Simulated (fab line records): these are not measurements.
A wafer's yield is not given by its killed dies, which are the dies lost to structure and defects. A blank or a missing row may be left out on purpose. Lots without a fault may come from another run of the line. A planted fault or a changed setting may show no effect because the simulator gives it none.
3 desks looking at one fault :: flow n5Finfet :: only its own numbers are on each desk; what lay behind them is given at the end

## THE DEFECT DESK
What the inspections along the route counted, lot by lot: means of the sampled wafers that have a number. Any lot whose mean is over 4 standard deviations away from the usual mean is out of limits and marked OUT; that distance is given in the brackets.
Columns: A = rawDefectCount at N5_SDB_INSPECT_13, usual 66
lot: L411
first seen here: day 5 20:06
A: 68

lot: L412
first seen here: day 5 22:05
A: 28

lot: L414
first seen here: day 6 12:07
A: 84

lot: L416
first seen here: day 7 04:19
A: 64

lot: L422
first seen here: day 8 13:26
A: 40

lot: L423
first seen here: day 8 20:02
A: 56
Result from this desk: across the 6 lots, nothing is out of limits.

## AT THE TOOL OWNER'S DESK: rieDiel-01
The tool's own readings at N5_SDB_ETCH_18 (etches SOC in N2/H2, target depth 100 nm, overetch 20 nm, time 150 s): means of the sampled wafers that have a number, for each lot that ran on this tool. Any lot whose mean is over 4 standard deviations away from the usual mean is out of limits and marked OUT; that distance is given in the brackets.
Columns: A = biasW at N5_SDB_ETCH_18, usual 149.9 W; B = chamberPressureMTorr at N5_SDB_ETCH_18, usual 30.000 mTorr; C = drypumpMotorCurrentA at N5_SDB_ETCH_18, usual 5.6 A; D = oesProductAu at N5_SDB_ETCH_18, usual 0.68 a.u.; E = rfVppV at N5_SDB_ETCH_18, usual 523.7 V; F = showerheadPlenumPTorr at N5_SDB_ETCH_18, usual 2.53 Torr; G = throttleValvePct at N5_SDB_ETCH_18, usual 17.77 %
lot: L411
first seen here: day 5 20:13
A: 150.1
B: 29.993
C: 5.9
D: 0.63
E: 525.3
F: 2.59
G: 17.86

lot: L414
first seen here: day 6 12:17
A: 150.6
B: 29.970
C: 5.8
D: 0.59
E: 524.5
F: 2.57
G: 17.86

lot: L416
first seen here: day 7 04:25
A: 150.1
B: 30.000
C: 5.7
D: 0.72
E: 527.1
F: 2.67
G: 17.57
Result from this desk: across the 3 lots, nothing is out of limits.

## AT THE METROLOGY DESK
What the gauges read for every lot (on any tool): the sampled wafers with a number, averaged. Any lot whose mean is over 4 standard deviations away from the usual mean is out of limits and marked OUT; that distance is given in the brackets. Readings shown: 7 of its 12, picked as those furthest out on some lot.
Columns: A = cdNm at N5_SDB_CD_MEAS_11, usual 50.0 nm; B = DIBL_N at N5_BEOL_M4_RC_MEAS_101, usual 37.0 mV/V; C = ION_N at N5_BEOL_M4_RC_MEAS_101, usual 675 uA/um; D = ION_P at N5_BEOL_M4_RC_MEAS_101, usual 460 uA/um; E = SS_P at N5_BEOL_M4_RC_MEAS_101, usual 73.6 mV/dec; F = VT_N at N5_BEOL_M4_RC_MEAS_101, usual 249 mV; G = VT_P at N5_BEOL_M4_RC_MEAS_101, usual -250 mV
lot: L411
first seen here: day 5 20:02
A: 50.0
B: 35.9
C: 662
D: 460
E: 73.1
F: 253
G: -251

lot: L412
first seen here: day 5 22:02
A: 49.0
B: 37.2
C: 670
D: 463
E: 73.4
F: 249
G: -246

lot: L414
first seen here: day 6 12:04
A: 48.7
B: 38.5
C: 670
D: 458
E: 74.2
F: 249
G: -250

lot: L416
first seen here: day 7 04:16
A: 49.7
B: 36.4
C: 687
D: 472
E: 74.0
F: 242
G: -245

lot: L422
first seen here: day 8 13:23
A: 50.6
B: 39.6
C: 692
D: 465
E: 74.6
F: 247
G: -247

lot: L423
first seen here: day 8 19:59
A: 49.7
B: 34.8
C: 667
D: 457
E: 72.6
F: 254
G: -254
Result from this desk: across the 6 lots, nothing is out of limits.

## ALL TOGETHER
The defect desk saw nothing out of limits.
The tool owner's desk saw nothing out of limits.
At the metrology desk, nothing out of limits was observed.

## WHAT THE SIMULATOR HAD INSERTED
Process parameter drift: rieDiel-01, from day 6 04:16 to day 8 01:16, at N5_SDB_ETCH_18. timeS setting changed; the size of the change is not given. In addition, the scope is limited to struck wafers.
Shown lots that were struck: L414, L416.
